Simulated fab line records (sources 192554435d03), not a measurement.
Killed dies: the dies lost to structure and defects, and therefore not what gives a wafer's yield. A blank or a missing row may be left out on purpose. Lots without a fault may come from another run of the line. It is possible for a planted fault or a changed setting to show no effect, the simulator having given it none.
The tool behind it: which one? -- flow n5_finfet -- 24 lots with 72 wafers sampled at 4 steps, on a route of 1938 steps

== WHAT THE GAUGES SHOWED, per wafer ==
N5_HKMG_FIN_INSPECT_61: inspects for defects (macro). Usual: 2.0 for raw_defect_count, sd 1.3.
lot,measured,on,raw_defect_count,flag
L074,day 3 23:14,defect_inspect-01,3 4 2,
L075,day 4 03:51,defect_inspect-01,2 3 1,
L076,day 4 10:36,defect_inspect-01,2 2 1,
L077,day 4 17:28,defect_inspect-01,5 3 1,
L078,day 5 02:34,defect_inspect-01,1 3 4,
L079,day 5 04:38,defect_inspect-01,1 1 2,
L080,day 5 12:06,defect_inspect-01,3 0 1,
L081,day 5 15:32,defect_inspect-02,4 2 5,
L082,day 5 22:43,defect_inspect-01,1 1 3,
L083,day 6 04:32,defect_inspect-02,3 1 0,
L084,day 6 14:55,defect_inspect-01,5 4 1,
L085,day 6 23:35,defect_inspect-02,2 0 0,
L086,day 7 09:14,defect_inspect-01,4 2 5,
L087,day 8 02:31,defect_inspect-02,1 1 2,
L088,day 8 03:41,defect_inspect-01,4 4 3,
L089,day 8 04:44,defect_inspect-02,2 1 1,
L090,day 8 08:25,defect_inspect-02,0 2 2,
L091,day 8 09:40,defect_inspect-01,1 3 3,
L092,day 8 13:09,defect_inspect-02,0 4 3,
L093,day 8 20:47,defect_inspect-01,2 0 3,
L094,day 8 23:23,defect_inspect-02,2 1 3,
L095,day 9 06:28,defect_inspect-02,1 4 4,
L096,day 9 14:50,defect_inspect-02,1 2 2,
L097,day 10 00:31,defect_inspect-01,1 2 1,

== WHAT TOOL EACH LOT RAN ON (gives the tool, then ch and the chambers of the sampled wafers, and finally the start) ==
lot,N5_SDB_STRIP_22,N5_HKMG_FIN_ALD_74,N5_HKMG_FIN_ALD_75
L074,"plasma_asher-01 ch 0,1, day 3 18:07","ald_hk-02 ch 0,3, day 3 22:38","ald_hk-02 ch 0,3, day 3 22:43"
L075,"plasma_asher-02 ch 0,1, day 3 22:44","ald_hk-03 ch 1,2,3, day 4 03:14","ald_hk-03 ch 1,2,3, day 4 03:19"
L076,"plasma_asher-01 ch 0, day 4 05:28","ald_hk-02 ch 0,2,3, day 4 10:01","ald_hk-02 ch 0,2,3, day 4 10:05"
L077,"plasma_asher-01 ch 0,1, day 4 12:17","ald_hk-01 ch 0,1,2, day 4 17:00","ald_hk-01 ch 0,1,2, day 4 17:04"
L078,"plasma_asher-02 ch 0,1, day 4 20:52","ald_hk-03 ch 0,3, day 5 01:58","ald_hk-03 ch 0,3, day 5 02:02"
L079,"plasma_asher-02 ch 0,1, day 4 23:12","ald_hk-02 ch 2,3, day 5 04:02","ald_hk-02 ch 2,3, day 5 04:07"
L080,"plasma_asher-02 ch 0,1, day 5 06:52","ald_hk-01 ch 1,2,3, day 5 11:37","ald_hk-01 ch 1,2,3, day 5 11:42"
L081,"plasma_asher-02 ch 0,1, day 5 10:18","ald_hk-03 ch 1,2,3, day 5 14:56","ald_hk-03 ch 1,2,3, day 5 15:01"
L082,"plasma_asher-02 ch 1, day 5 16:47","ald_hk-03 ch 0,1,2, day 5 22:08","ald_hk-03 ch 0,1,2, day 5 22:12"
L083,"plasma_asher-02 ch 0,1, day 5 23:19","ald_hk-01 ch 0,3, day 6 03:56","ald_hk-01 ch 0,3, day 6 04:01"
L084,"plasma_asher-01 ch 0,1, day 6 09:44","ald_hk-01 ch 0,1,3, day 6 14:27","ald_hk-01 ch 0,1,3, day 6 14:32"
L085,"plasma_asher-01 ch 0,1, day 6 17:44","ald_hk-02 ch 0,2,3, day 6 22:59","ald_hk-02 ch 0,2,3, day 6 23:04"
L086,"plasma_asher-02 ch 1, day 7 03:58","ald_hk-03 ch 1,2,3, day 7 08:46","ald_hk-03 ch 1,2,3, day 7 08:50"
L087,"plasma_asher-02 ch 1, day 7 21:22","ald_hk-02 ch 0,1,3, day 8 01:55","ald_hk-02 ch 0,1,3, day 8 02:00"
L088,"plasma_asher-02 ch 0,1, day 7 21:43","ald_hk-01 ch 0,1,3, day 8 03:13","ald_hk-01 ch 0,1,3, day 8 03:17"
L089,"plasma_asher-01 ch 0,1, day 7 23:34","ald_hk-03 ch 0,1,3, day 8 04:09","ald_hk-03 ch 0,1,3, day 8 04:13"
L090,"plasma_asher-01 ch 0,1, day 8 03:19","ald_hk-02 ch 0,3, day 8 07:57","ald_hk-02 ch 0,3, day 8 08:02"
L091,"plasma_asher-02 ch 0,1, day 8 04:32","ald_hk-01 ch 0,1,3, day 8 09:04","ald_hk-01 ch 0,1,3, day 8 09:08"
L092,"plasma_asher-02 ch 0,1, day 8 07:58","ald_hk-01 ch 1,2,3, day 8 12:40","ald_hk-01 ch 1,2,3, day 8 12:45"
L093,"plasma_asher-02 ch 0,1, day 8 15:02","ald_hk-02 ch 0,3, day 8 20:11","ald_hk-02 ch 0,3, day 8 20:16"
L094,"plasma_asher-01 ch 1, day 8 18:11","ald_hk-01 ch 2,3, day 8 22:47","ald_hk-01 ch 2,3, day 8 22:52"
L095,"plasma_asher-02 ch 0,1, day 9 01:20","ald_hk-03 ch 1,2,3, day 9 05:52","ald_hk-03 ch 1,2,3, day 9 05:57"
L096,"plasma_asher-02 ch 0,1, day 9 07:44","ald_hk-01 ch 0,2,3, day 9 14:14","ald_hk-01 ch 0,2,3, day 9 14:19"
L097,"plasma_asher-01 ch 0,1, day 9 18:47","ald_hk-03 ch 0,1, day 10 00:02","ald_hk-03 ch 0,1, day 10 00:07"
- N5_SDB_STRIP_22: strips in N2/H2.
- N5_HKMG_FIN_ALD_74: deposits La2O3, target thk 0.5 nm, pulse time 6 s, co reactant pulse time 1 s.
- N5_HKMG_FIN_ALD_75: deposits Al2O3, target thk 1 nm, co reactant pulse time 1 s.

== AS READ BY THE TOOLS THEMSELVES (means over the sampled wafers that have a number; for cases with no such wafer, the mark the record gives instead) ==
N5_SDB_STRIP_22. Usual: drypump_motor_current_A 5.30 A, standard deviation 0.23; heater_power_w 305 W, standard deviation 20; oes_product_au 0.715 a.u., standard deviation 0.0047; strip_time_to_endpoint_s 96.5 s, standard deviation 0.35.
lot,tool,drypump_motor_current_A (A),heater_power_w (W),oes_product_au (a.u.),strip_time_to_endpoint_s (s),flag
L074,plasma_asher-01,5.54,303,0.715,96.0,
L075,plasma_asher-02,5.11,308,0.712,96.4,
L076,plasma_asher-01,5.64,280,0.713,96.2,
L077,plasma_asher-01,5.53,298,0.715,96.5,
L078,plasma_asher-02,5.26,296,0.715,96.3,
L079,plasma_asher-02,5.14,307,0.711,96.2,
L080,plasma_asher-02,5.14,309,0.714,96.5,
L081,plasma_asher-02,5.11,304,0.714,96.0,
L082,plasma_asher-02,5.36,286,0.713,96.6,
L083,plasma_asher-02,5.24,305,0.712,96.6,
L084,plasma_asher-01,5.54,299,0.716,96.3,
L085,plasma_asher-01,5.46,319,0.715,96.8,
L086,plasma_asher-02,5.38,289,0.714,96.5,
L087,plasma_asher-02,5.36,297,0.712,97.0,
L088,plasma_asher-02,5.24,301,0.721,96.7,
L089,plasma_asher-01,5.44,318,0.713,96.7,
L090,plasma_asher-01,5.44,318,0.715,96.6,
L091,plasma_asher-02,5.12,309,0.713,96.3,
L092,plasma_asher-02,5.12,309,0.714,96.4,
L093,plasma_asher-02,5.12,311,0.711,96.5,
L094,plasma_asher-01,5.33,339,0.717,96.5,
L095,plasma_asher-02,5.12,308,0.714,96.6,
L096,plasma_asher-02,5.12,308,0.712,96.6,
L097,plasma_asher-01,5.45,319,0.717,96.5,

N5_HKMG_FIN_ALD_74. Usual: heater_power_w 357 W, standard deviation 51; precursor_pulse_height_rel 1.002, standard deviation 0.019.
lot,tool,heater_power_w (W),precursor_pulse_height_rel,flag
L074,ald_hk-02,327,1.015,
L075,ald_hk-03,362,0.996,
L076,ald_hk-02,311,0.990,
L077,ald_hk-01,375,1.005,
L078,ald_hk-03,343,0.996,
L079,ald_hk-02,303,0.990,
L080,ald_hk-01,392,0.986,
L081,ald_hk-03,366,1.004,
L082,ald_hk-03,396,0.994,
L083,ald_hk-01,397,0.997,
L084,ald_hk-01,373,0.984,
L085,ald_hk-02,312,1.005,
L086,ald_hk-03,367,0.993,
L087,ald_hk-02,318,0.994,
L088,ald_hk-01,371,1.006,
L089,ald_hk-03,345,0.988,
L090,ald_hk-02,328,0.996,
L091,ald_hk-01,373,1.011,
L092,ald_hk-01,393,1.002,
L093,ald_hk-02,317,1.024,
L094,ald_hk-01,425,0.986,
L095,ald_hk-03,364,0.977,
L096,ald_hk-01,401,1.008,
L097,ald_hk-03,379,1.005,

N5_HKMG_FIN_ALD_75. Usual: heater_power_w 154 W, standard deviation 22; precursor_pulse_height_rel 0.998, standard deviation 0.019.
lot,tool,heater_power_w (W),precursor_pulse_height_rel,flag
L074,ald_hk-02,141,1.005,
L075,ald_hk-03,158,1.017,
L076,ald_hk-02,133,1.007,
L077,ald_hk-01,162,0.986,
L078,ald_hk-03,147,1.003,
L079,ald_hk-02,133,0.997,
L080,ald_hk-01,169,0.988,
L081,ald_hk-03,159,1.003,
L082,ald_hk-03,171,1.012,
L083,ald_hk-01,168,0.997,
L084,ald_hk-01,160,1.010,
L085,ald_hk-02,136,1.017,
L086,ald_hk-03,160,0.998,
L087,ald_hk-02,134,0.996,
L088,ald_hk-01,160,0.991,
L089,ald_hk-03,150,1.001,
L090,ald_hk-02,142,1.006,
L091,ald_hk-01,159,0.995,
L092,ald_hk-01,171,0.991,
L093,ald_hk-02,136,0.997,
L094,ald_hk-01,181,0.989,
L095,ald_hk-03,159,0.989,
L096,ald_hk-01,174,0.991,
L097,ald_hk-03,166,0.977,

== THE ANSWER, worked out from the rows above alone ==
Rule: a lot is off if the mean of its wafers that have a number lies more than 3 standard deviations from the usual mean. Also off: a lot with no number at a reading for which 4 or more lots have one. Any other lot the step has rows for is counted as sound. First the gauges in route order, then the tools' own readings, where a lot's mean is used as printed above. At the first step where some lot is off, the reading lying furthest off is the one used; lots without a number count as furthest.
No lot is off on any of the readings shown, so nothing can be concluded from this.

== WHAT THE SIMULATOR PUT IN ==
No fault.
